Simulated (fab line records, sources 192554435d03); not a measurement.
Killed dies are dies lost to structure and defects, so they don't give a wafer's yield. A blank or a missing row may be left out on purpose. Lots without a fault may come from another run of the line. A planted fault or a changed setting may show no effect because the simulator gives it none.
One fault seen from 2 desks | flow n5_finfet | each desk has only its own numbers; what lay behind them comes last

THE TOOL OWNER'S DESK: litho_track-03
The tool's own readings at N5_SD_EPI_N_PEB_07 (peb time 60 s): means of the sampled wafers that have a number, for each lot that ran on this tool. A lot is out of limits, marked OUT, if its mean lies more than 4 standard deviations from the usual mean; the brackets give that distance.
Columns: A = chill_plate_temp_C at N5_SD_EPI_N_PEB_07, usual 23.03 C; B = heater_power_total_W at N5_SD_EPI_N_PEB_07, usual 175.1 W
lot  | first seen here | A     | B
L426 | day 4 11:34     | 22.99 | 173.5
L429 | day 5 08:26     | 23.08 | 175.6
L435 | day 6 18:12     | 22.94 | 209.3 (+21) OUT
L436 | day 7 05:17     | 23.10 | 210.5 (+22) OUT
This desk's finding: out of limits on L435, L436; first on L435, day 6 18:12 (heater_power_total_W at N5_SD_EPI_N_PEB_07). In limits: L426, L429.

THE METROLOGY DESK
What the gauges read, lot by lot, whatever tool the lot ran on: means of the sampled wafers that have a number. A lot is out of limits, marked OUT, if its mean lies more than 4 standard deviations from the usual mean; the brackets give that distance. Of its 11 readings 7 are shown: the one that was out of limits first, and those that lie furthest out on some lot.
Columns: A = cd_nm at N5_SD_EPI_N_CD_MEAS_09, usual 120.0 nm; B = DIBL_P at N5_BEOL_M4_RC_MEAS_101, usual 36.3 mV/V; C = IOFF_N at N5_BEOL_M4_RC_MEAS_101, usual 0.16 nA/um; D = IOFF_P at N5_BEOL_M4_RC_MEAS_101, usual 0.21 nA/um; E = ION_N at N5_BEOL_M4_RC_MEAS_101, usual 673 uA/um; F = VT_N at N5_BEOL_M4_RC_MEAS_101, usual 250 mV; G = VT_P at N5_BEOL_M4_RC_MEAS_101, usual -250.9 mV
lot  | first seen here | A               | B    | C    | D    | E   | F   | G
L424 | day 4 01:52     | 119.6           | 36.1 | 0.16 | 0.19 | 673 | 250 | -250.7
L426 | day 4 11:38     | 119.6           | 35.9 | 0.14 | 0.19 | 670 | 252 | -252.3
L429 | day 5 08:30     | 120.7           | 37.3 | 0.19 | 0.22 | 687 | 247 | -251.5
L435 | day 6 18:16     | 108.7 (-18) OUT | 37.0 | 0.14 | 0.18 | 663 | 254 | -255.3
L436 | day 7 05:21     | 110.8 (-15) OUT | 32.7 | 0.11 | 0.15 | 655 | 257 | -254.6
L437 | day 7 05:31     | 120.2           | 37.0 | 0.16 | 0.21 | 682 | 248 | -249.5
L440 | day 7 23:16     | 119.9           | 35.1 | 0.14 | 0.19 | 670 | 253 | -251.4
L441 | day 8 08:10     | 119.9           | 34.9 | 0.14 | 0.20 | 670 | 248 | -252.1
This desk's finding: out of limits on L435, L436; first on L435, day 6 18:16 (cd_nm at N5_SD_EPI_N_CD_MEAS_09). In limits: L424, L426, L429, L437, L440, L441.

PUT TOGETHER
The tool owner's desk could have raised an alarm at day 6 18:12, on L435, L436.
The metrology desk could have raised an alarm at day 6 18:16, on L435, L436.
Of the lots named, all ran N5_SD_EPI_N_PEB_07 on litho_track-03.

WHAT THE SIMULATOR HAD PUT IN
Process parameter drift: litho_track-03, from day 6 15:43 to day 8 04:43, at N5_SD_EPI_N_PEB_07. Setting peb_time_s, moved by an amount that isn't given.
Lots struck among those shown: L435, L436.
Hours from the fault's start to each desk's first reading out of limits: the tool owner's desk, 2; the metrology desk, 3.
